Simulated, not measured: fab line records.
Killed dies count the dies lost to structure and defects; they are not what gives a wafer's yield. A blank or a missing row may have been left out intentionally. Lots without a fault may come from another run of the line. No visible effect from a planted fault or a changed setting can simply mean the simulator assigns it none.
fab line records	flow n5_finfet
record lots=7	wafers=21	last_day=18
route steps=1938 shown BEOL_M13@1672 BEOL_M15@1830
lots untouched by any fault: they come from a run of this same line in which no faults occurred
start_h: start of the lot's first displayed wafer, in hours after the record's first day	wait_h: time in hours since the lot's previous step	" repeats the value in the row above	L1.1+2: one row covering several wafers at once	- no value, or no start given	* or withheld: withheld	< > ~ a bound
route shown NAME@n: a module of which the file shows steps, and the number in the route of the first	usual: average and standard deviation across the fault-free wafers	same: alike in all rows	chamber/n: place in a boat	sites: readings site by site	_std_site: standard deviation of those values	_edge_site: inner sites' mean taken away from outer sites' mean	radius_mm: how far each site lies from the wafer's centre	mask NAME#n: copy n	behind: the last tool/chamber to shape the wafer	hold: the reason the lot was held/the length of the hold in hours/how it ended	device: transistor that didn't switch, given as n, p or np	end of line: at the end of the route, the tests of the same wafers	a step given without rows: its recipe and nothing more	killed: dies that structure and defects cost at the first sort, which is not the same as the wafer's yield	map: the dies of a wafer, with x for killed, . for not killed, _ for no die there
set.NAME: the setting the step ran with; set.NAME@STEP: the setting that earlier step ran with	model.NAME: the simulator's own value behind a step, which no gauge read
route steps across a sampled set of lots; one table per step, one row per wafer
services: the hour from which a tool's chamber was out of use, counted from the record's first day as start_h (under 0 if before that day), plus the number of hours and why
## steps
# step N5_BEOL_M13_DESCUM_15
# recipe chemistry=O2	time_s=7.9	source_power_w=50	bias_power_w=20	pressure_mtorr=20	rf_frequency_hz=2.712e+07	temp_c=40	o2_flow_sccm=225
# usual drypump_motor_current_A=5.7/0.46	oes_product_au=0.79/0.092	rf_vpp_V=243.0/1.5	showerhead_plenum_p_Torr=2.09/0.089	throttle_valve_pct=20.44/0.27
lot.wafer	tool	chamber	start_h	wait_h	drypump_motor_current_A	oes_product_au	rf_hours_counter_h	rf_vpp_V	showerhead_plenum_p_Torr	throttle_valve_pct
L558.2	rie_diel-04	0	277.18	0.0	5.3	0.72	205	244.7	2.17	20.64
L558.4	"	2	"	"	5.9	0.82	-	243.3	2.13	20.43
L558.6	"	0	"	"	5.3	0.73	-	243.8	2.17	20.62
L559.2	rie_diel-01	2	293.85	0.1	5.1	0.74	170	245.1	2.16	20.47
L559.3	"	0	"	"	6.2	0.69	231	241.7	1.97	20.84
L559.6	"	0	"	"	6.2	0.69	-	242.1	1.97	20.84
L572.1	rie_diel-04	2	359.75	0.0	5.9	0.78	111	243.9	2.12	20.48
L572.2	"	3	"	"	6.0	0.87	30	243.2	2.12	19.99
L572.6	"	2	"	"	5.9	0.79	-	243.6	2.12	20.47
L573.1	rie_diel-06	1	360.65	0.0	5.6	0.73	182	241.1	1.89	20.20
L573.4	"	0	"	"	5.6	0.70	247	243.4	2.15	20.71
L573.5	"	0	"	"	5.7	0.70	-	244.3	2.15	20.73
L576.2	rie_diel-06	3	378.13	0.0	6.1	0.86	40	241.7	2.06	20.40
L576.3	"	2	"	"	4.8	0.83	74	243.9	2.19	20.29
L576.5	"	1	"	"	5.5	0.72	-	240.5	1.89	20.21
L575.1	rie_diel-04	0	378.41	0.0	5.3	0.70	241	243.8	2.16	20.69
L575.2	"	2	"	"	5.9	0.78	118	242.9	2.12	20.48
L575.4	"	1	"	"	5.4	0.95	22	243.4	2.13	20.62
L577.1	rie_diel-01	1	394.16	0.0	6.4	0.71	233	245.1	2.08	20.78
L577.3	"	0	"	"	6.2	0.95	7	246.7	2.23	20.42
L577.5	"	2	"	"	5.1	0.72	-	245.0	2.15	20.51
# step N5_BEOL_M13_EXPOSE_25
# recipe mask_id=M13	na=0.93	source_shape=conventional	sigma_outer=0.4	polarization=unpolarized	target_cd_nm=210	dose_mj=22
# usual exposure_dose_mJ_cm2=21.983/0.024	reticle_temp_C=23.00/0.1
# same na=0.93
lot.wafer	tool	chamber	start_h	wait_h	mask	exposure_dose_mJ_cm2	reticle_temp_C
L558.2	krf_scanner-01	0	277.87	-	M13#0	21.977	23.02
L558.4	"	0	"	"	M13#0	21.966	23.04
L558.6	"	0	"	"	M13#0	21.989	22.87
L559.2	krf_scanner-01	0	294.54	-	M13#0	21.929	22.93
L559.3	"	0	"	"	M13#0	21.953	22.87
L559.6	"	0	"	"	M13#0	21.928	22.88
L572.1	krf_scanner-01	0	360.56	-	M13#0	20.505	22.97
L572.2	"	0	"	"	M13#0	20.509	23.06
L572.6	"	0	"	"	M13#0	20.519	23.11
L573.1	krf_scanner-01	0	361.46	-	M13#0	20.761	22.86
L573.4	"	0	"	"	M13#0	20.839	22.88
L573.5	"	0	"	"	M13#0	20.816	22.97
L576.2	krf_scanner-02	0	378.95	-	M13#0	21.991	23.17
L576.3	"	0	"	"	M13#0	22.006	23.05
L576.5	"	0	"	"	M13#0	22.014	23.03
L575.1	krf_scanner-02	0	379.09	-	M13#0	22.034	23.01
L575.2	"	0	"	"	M13#0	22.003	23.02
L575.4	"	0	"	"	M13#0	21.993	22.92
L577.1	krf_scanner-02	0	394.97	-	M13#0	21.979	23.24
L577.3	"	0	"	"	M13#0	21.944	23.11
L577.5	"	0	"	"	M13#0	21.953	22.92
# step N5_BEOL_M13_CD_MEAS_28
# recipe target_cd_nm=209.5	landing_energy_ev=500	detector=se_inlens
# usual cd_nm=209.6/1.1
lot.wafer	tool	chamber	start_h	wait_h	cd_nm
L558.2	cd_sem-01	0	278.04	-	207.9
L558.4	"	0	"	"	211.2
L558.6	"	0	"	"	207.9
L559.2	cd_sem-01	0	294.71	-	210.3
L559.3	"	0	"	"	209.7
L559.6	"	0	"	"	210.2
L572.1	cd_sem-01	0	360.73	-	202.7
L572.2	"	0	"	"	202.7
L572.6	"	0	"	"	202.2
L573.1	cd_sem-03	0	361.63	-	203.1
L573.4	"	0	"	"	204.8
L573.5	"	0	"	"	203.0
L576.2	cd_sem-02	0	379.11	-	210.9
L576.3	"	0	"	"	209.3
L576.5	"	0	"	"	211.1
L575.1	cd_sem-03	0	379.26	-	211.6
L575.2	"	0	"	"	210.2
L575.4	"	0	"	"	208.8
L577.1	cd_sem-01	0	395.14	-	210.0
L577.3	"	0	"	"	209.2
L577.5	"	0	"	"	210.7
# step N5_BEOL_M13_INSPECT_30
# recipe mode=adi	inspect_instrument=macro
# usual raw_defect_count=1.9/1.3
lot.wafer	tool	chamber	start_h	wait_h	raw_defect_count
L558.2	defect_inspect-01	-	278.10	0.0	1
L558.4	"	-	"	"	1
L558.6	"	-	"	"	1
L559.2	defect_inspect-01	-	294.76	0.0	3
L559.3	"	-	"	"	2
L559.6	"	-	"	"	2
L572.1	defect_inspect-02	-	360.79	0.0	3
L572.2	"	-	"	"	1
L572.6	"	-	"	"	3
L573.1	defect_inspect-01	-	361.69	0.0	2
L573.4	"	-	"	"	2
L573.5	"	-	"	"	2
L576.2	defect_inspect-02	-	379.17	0.0	2
L576.3	"	-	"	"	2
L576.5	"	-	"	"	3
L575.1	defect_inspect-02	-	379.32	0.0	0
L575.2	"	-	"	"	3
L575.4	"	-	"	"	3
L577.1	defect_inspect-01	-	395.19	0.0	0
L577.3	"	-	"	"	1
L577.5	"	-	"	"	1
# step N5_BEOL_M13_TRENCH_ETCH_34
# recipe chemistry=C4F8/O2/Ar	target=SiOC	target_depth_a=4134.7	mask_material=SOC	pressure_mtorr=30	source_w=3000	bias_w=700	Ar_flow_sccm=400	C4F8_flow_sccm=15	O2_flow_sccm=8	he_inner_torr=15	he_outer_torr=30	time_s=162.6	ion_energy_ev=250
# usual drypump_motor_current_A=5.8/0.46	oes_product_au=0.80/0.1	rf_vpp_V=666/3.3	showerhead_plenum_p_Torr=3.42/0.12	throttle_valve_pct=24.21/0.23
lot.wafer	tool	chamber	start_h	wait_h	drypump_motor_current_A	oes_product_au	rf_hours_counter_h	rf_vpp_V	showerhead_plenum_p_Torr	throttle_valve_pct
L558.2	rie_diel-04	0	278.53	0.0	5.3	0.72	206	669	3.53	24.36
L558.4	"	2	"	"	5.9	0.82	-	667	3.44	24.02
L558.6	"	0	"	"	5.3	0.72	-	670	3.53	24.36
L559.2	rie_diel-01	2	295.39	0.0	5.1	0.75	171	669	3.58	24.50
L559.3	"	1	"	"	6.4	0.73	200	666	3.37	24.28
L559.6	"	3	"	"	5.9	1.00	-	663	3.38	23.87
L572.1	rie_diel-01	2	361.23	0.0	5.1	0.73	191	669	3.57	24.51
L572.2	"	3	"	"	5.9	0.91	25	664	3.37	23.89
L572.6	"	2	"	"	5.1	0.73	-	668	3.56	24.51
L573.1	rie_diel-01	3	362.44	0.0	5.9	0.92	26	663	3.37	23.90
L573.4	"	1	"	"	6.4	0.72	-	665	3.36	24.32
L573.5	"	3	"	"	5.9	0.91	-	663	3.37	23.89
L576.2	rie_diel-06	0	379.60	0.0	5.6	0.98	0	668	3.48	24.13
L576.3	"	3	"	"	6.2	0.86	41	664	3.33	24.02
L576.5	"	2	"	"	4.8	0.84	-	670	3.58	24.07
L575.1	rie_diel-04	0	379.79	0.0	5.3	0.70	242	667	3.51	24.42
L575.2	"	1	"	"	5.5	0.94	23	668	3.47	24.41
L575.4	"	3	"	"	6.0	0.87	37	665	3.47	23.85
L577.1	rie_diel-04	2	395.67	0.0	5.9	0.77	124	665	3.42	24.05
L577.3	"	1	"	"	5.5	0.93	28	668	3.47	24.41
L577.5	"	1	"	"	5.5	0.93	-	667	3.47	24.41
# step N5_BEOL_M15_RC_MEAS_101
# usual COMB_M10=1.5e-11/3.9e-12	COMB_M11=1.4e-11/3.3e-12	COMB_M12=5.9e-12/1.4e-12	COMB_M13=4.6e-12/1.1e-12	COMB_M14=3.4e-12/8.9e-13	COMB_M15=2.1e-12/7.4e-13	COMB_M5=3.6e-11/6.7e-12	COMB_M6=2.5e-11/5.9e-12	COMB_M7=2.5e-11/4.5e-12	COMB_M8=2.5e-11/4.7e-12	COMB_M9=1.4e-11/3.3e-12	SERP_M10=3.04/0.084	SERP_M11=3.07/0.085	SERP_M12=0.633/0.016	SERP_M13=0.309/0.0058	SERP_M13_max_site=0.313/0.006	SERP_M14=0.159/0.0042	SERP_M5=39.2/2	SERP_M5_max_site=40.8/2.1	SERP_M6=13.7/0.54	SERP_M7=13.9/0.51	SERP_M8=13.5/0.49	SERP_M9=3.09/0.087
lot.wafer	tool	chamber	start_h	wait_h	COMB_M10[S/m]	COMB_M11[S/m]	COMB_M12[S/m]	COMB_M13[S/m]	COMB_M14[S/m]	COMB_M15[S/m]	COMB_M5[S/m]	COMB_M6[S/m]	COMB_M7[S/m]	COMB_M8[S/m]	COMB_M9[S/m]	SERP_M10[ohm/um]	SERP_M11[ohm/um]	SERP_M12[ohm/um]	SERP_M13[ohm/um]	SERP_M13_max_site[ohm/um]	SERP_M14[ohm/um]	SERP_M5[ohm/um]	SERP_M5_max_site[ohm/um]	SERP_M6[ohm/um]	SERP_M7[ohm/um]	SERP_M8[ohm/um]	SERP_M9[ohm/um]
L558.2	prober-02	0	292.62	0.2	1.8e-11	1.3e-11	7.7e-12	6e-12	7.4e-12	1.9e-12	3.5e-11	3.3e-11	2.4e-11	2.5e-11	1.6e-11	3.04	3.18	0.603	0.316	0.320	0.159	42.0	44.9	13.7	13.5	14.4	3.04
L558.4	"	0	"	"	2.6e-11	1.5e-11	6.2e-12	5e-12	4.5e-12	2.2e-12	4.2e-11	2.2e-11	2.6e-11	2.4e-11	1.6e-11	2.97	3.13	0.609	0.305	0.307	0.156	41.2	42.2	13.8	13.0	13.4	3.06
L558.6	"	0	"	"	2.5e-11	1.2e-11	4.5e-12	5.1e-12	5.3e-12	2.4e-12	4e-11	2.8e-11	2.9e-11	2.2e-11	1.2e-11	2.88	3.16	0.628	0.315	0.320	0.153	42.7	44.7	13.2	13.7	13.1	3.10
L559.2	prober-02	0	311.88	0.2	1.8e-11	1.2e-11	3.6e-12	5.5e-12	3.1e-12	2.7e-12	3.2e-11	1.8e-11	2.3e-11	2.7e-11	1.2e-11	3.08	3.07	0.633	0.308	0.311	0.160	39.7	42.1	13.4	14.2	13.3	2.94
L559.3	"	0	"	"	1.4e-11	1.4e-11	7.8e-12	8.3e-12	2.7e-12	2.5e-12	3.5e-11	2.8e-11	2.7e-11	1.9e-11	1.5e-11	3.07	3.05	0.637	0.313	0.314	0.159	36.5	37.5	13.3	13.5	14.1	3.11
L559.6	"	0	"	"	1.7e-11	1.4e-11	4.4e-12	5.9e-12	3.5e-12	3.5e-12	4.1e-11	3.2e-11	2.5e-11	2.1e-11	1.2e-11	3.12	3.14	0.626	0.301	0.304	0.157	40.7	42.1	12.7	13.4	13.9	3.00
L572.1	prober-01	0	377.04	0.0	1.7e-11	1.1e-11	4.3e-12	4.1e-12	2.2e-12	1e-12	3.1e-11	3.2e-11	2.9e-11	2.4e-11	1.3e-11	2.95	3.07	0.643	0.330	0.333	0.166	41.8	44.1	15.2	13.3	13.3	3.10
L572.2	"	0	"	"	1.1e-11	1.1e-11	5.9e-12	4.9e-12	3.1e-12	2.8e-12	3.7e-11	2.9e-11	2.3e-11	2.3e-11	1.8e-11	3.01	2.93	0.611	0.323	0.325	0.158	38.2	40.6	13.1	14.4	13.6	3.05
L572.6	"	0	"	"	1.8e-11	1.9e-11	5e-12	3.8e-12	3.2e-12	1.4e-12	4.4e-11	2.3e-11	2.4e-11	2.1e-11	1.1e-11	2.95	2.99	0.621	0.331	0.338	0.164	37.8	41.6	13.9	14.0	13.2	2.97
L573.1	prober-02	0	385.23	0.0	1.7e-11	2e-11	7.4e-12	4.9e-12	2.7e-12	2.4e-12	3.7e-11	2.5e-11	2.8e-11	2.4e-11	2.1e-11	3.12	3.08	0.630	0.323	0.328	0.151	39.6	40.1	13.5	12.7	14.3	2.97
L573.4	"	0	"	"	1.8e-11	1.7e-11	5.7e-12	5e-12	3.1e-12	2.7e-12	2.4e-11	2.8e-11	2.2e-11	3.2e-11	1.8e-11	3.04	2.98	0.644	0.324	0.329	0.153	42.3	46.3	13.1	13.6	13.8	3.15
L573.5	"	0	"	"	2e-11	1.6e-11	5e-12	5.4e-12	3.8e-12	3.3e-12	3.4e-11	3.5e-11	2e-11	2.6e-11	1.8e-11	3.02	2.90	0.634	0.319	0.321	0.153	40.0	42.4	12.8	14.5	13.6	2.96
L576.2	prober-02	0	394.96	0.2	1.6e-11	2e-11	8e-12	5.4e-12	3.1e-12	3.7e-12	2.6e-11	2.3e-11	2.5e-11	1.7e-11	1.3e-11	2.96	3.06	0.620	0.317	0.322	0.161	38.4	40.9	14.0	13.4	13.8	3.11
L576.3	"	0	"	"	1.2e-11	1.5e-11	7.1e-12	6.2e-12	4e-12	3e-12	2.7e-11	3e-11	2.4e-11	2.5e-11	1.3e-11	2.92	2.93	0.643	0.309	0.314	0.156	35.4	37.3	13.8	13.1	13.3	3.18
L576.5	"	0	"	"	1.2e-11	1.6e-11	7.6e-12	4.9e-12	3.7e-12	3.9e-12	2.4e-11	3.2e-11	2.5e-11	3.1e-11	1.7e-11	3.00	2.99	0.641	0.302	0.304	0.158	40.7	41.7	13.2	13.0	13.8	3.00
L575.1	prober-02	0	398.70	0.0	1.4e-11	1.1e-11	4.7e-12	4.3e-12	4e-12	4.3e-12	3.7e-11	1.4e-11	2.3e-11	2.1e-11	1.1e-11	2.92	2.88	0.650	0.308	0.310	0.153	41.6	42.4	12.9	13.9	13.9	3.04
L575.2	"	0	"	"	1.6e-11	1.4e-11	6.7e-12	4.9e-12	3.2e-12	3.1e-12	4.3e-11	2.2e-11	2.7e-11	2.2e-11	1.2e-11	2.94	3.06	0.637	0.297	0.301	0.160	37.8	38.7	14.2	13.5	13.9	3.05
L575.4	"	0	"	"	1.5e-11	1.3e-11	6.6e-12	4.7e-12	3e-12	3.3e-12	2.7e-11	2e-11	2.3e-11	2.3e-11	1.5e-11	3.09	3.15	0.645	0.306	0.311	0.155	36.4	37.9	13.8	13.2	13.1	3.08
L577.1	prober-01	0	416.36	0.0	1.2e-11	1.2e-11	4.3e-12	5.3e-12	2.6e-12	1.3e-12	4.3e-11	2.7e-11	2.1e-11	1.8e-11	9e-12	3.04	3.06	0.646	0.306	0.309	0.160	38.1	40.7	14.0	14.7	14.1	3.15
L577.3	"	0	"	"	1e-11	1.6e-11	5.3e-12	4.9e-12	3.8e-12	1.1e-12	5.1e-11	2.6e-11	2.8e-11	2.3e-11	7e-12	2.98	3.02	0.621	0.298	0.301	0.159	36.5	37.5	14.1	13.2	13.1	2.99
L577.5	"	0	"	"	1e-11	1.1e-11	4.6e-12	5.7e-12	3e-12	2.1e-12	4.1e-11	3.9e-11	2.2e-11	1.9e-11	9e-12	2.98	3.07	0.623	0.296	0.300	0.160	36.3	36.8	13.5	14.1	13.4	2.96
# sites SERP_M13 radius_mm=0,75,75,75,75,140,140,140,140
L558.2 0.317 0.320 0.315 0.315 0.316 0.316 0.315 0.313 0.317
L559.2 0.311 0.308 0.311 0.309 0.308 0.307 0.310 0.308 0.306
L572.1 0.331 0.329 0.331 0.331 0.333 0.329 0.329 0.330 0.329
L573.1 0.322 0.323 0.324 0.323 0.328 0.323 0.321 0.320 0.322
L576.2 0.317 0.320 0.322 0.319 0.317 0.308 0.309 0.312 0.313
L575.1 0.305 0.310 0.309 0.308 0.308 0.308 0.307 0.308 0.307
L577.1 0.304 0.305 0.309 0.306 0.306 0.307 0.305 0.308 0.307
## services
tool	chamber	start_h	hours	kind
rie_diel-01	3	261.45	-	clean
rie_diel-01	3	261.45	-	consumable_replace:focus_ring
krf_scanner-01	-	273.01	4.0	pm
rie_diel-04	1	273.24	-	clean
rie_diel-04	1	273.24	-	consumable_replace:focus_ring
rie_diel-04	1	273.24	28.3	scheduled_down
rie_diel-04	1	273.24	28.3	vent_cycle
krf_scanner-01	-	279.73	1.3	pm
rie_diel-06	0	287.07	4.0	repair
rie_diel-01	1	288.75	1.8	repair
krf_scanner-02	-	311.07	4.0	pm
krf_scanner-01	-	314.06	2.6	repair
rie_diel-01	2	333.70	4.4	repair
krf_scanner-01	-	338.39	4.4	pm
rie_diel-01	3	341.29	5.2	repair
rie_diel-01	1	352.93	1.8	repair
rie_diel-04	1	357.76	5.1	repair
krf_scanner-02	-	359.60	1.0	pm
krf_scanner-02	-	368.55	1.3	pm
krf_scanner-02	-	369.85	3.6	pm
krf_scanner-02	-	379.76	4.4	pm
rie_diel-06	2	387.16	5.1	repair
krf_scanner-01	-	389.21	0.8	pm
rie_diel-06	1	390.05	9.0	repair
## key
first_sign step=N5_BEOL_M13_EXPOSE_25	reading=exposure_dose_mJ_cm2	direction=down	sigmas=54	usual=21.983	struck=20.658
effect step=N5_BEOL_M13_CD_MEAS_28	reading=cd_nm	direction=down	sigmas=6	usual=209.6	struck=203.1	through=control_loop
effect step=N5_BEOL_M15_RC_MEAS_101	reading=SERP_M13	direction=up	sigmas=2.7	usual=0.309	struck=0.325
met_at N5_BEOL_M13_EXPOSE_25
struck_lots L572,L573
loop_trim step=N5_BEOL_M13_EXPOSE_25	setting=dose	lots=L573
not_acting_at N5_BEOL_M13_DESCUM_15,N5_BEOL_M13_INSPECT_30,N5_BEOL_M13_TRENCH_ETCH_34
onset_between 294.54 360.56
fault kind=process_parameter_drift	tool=krf_scanner-01	chamber=-	onset_h=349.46	steps=N5_BEOL_M13_EXPOSE_25	channel=dose_mj	offset=-1.4644	shape=step	acts_in=these_recipes_only	stated=22
# loop_trim: a control loop set the setting to another value than it would have without faults
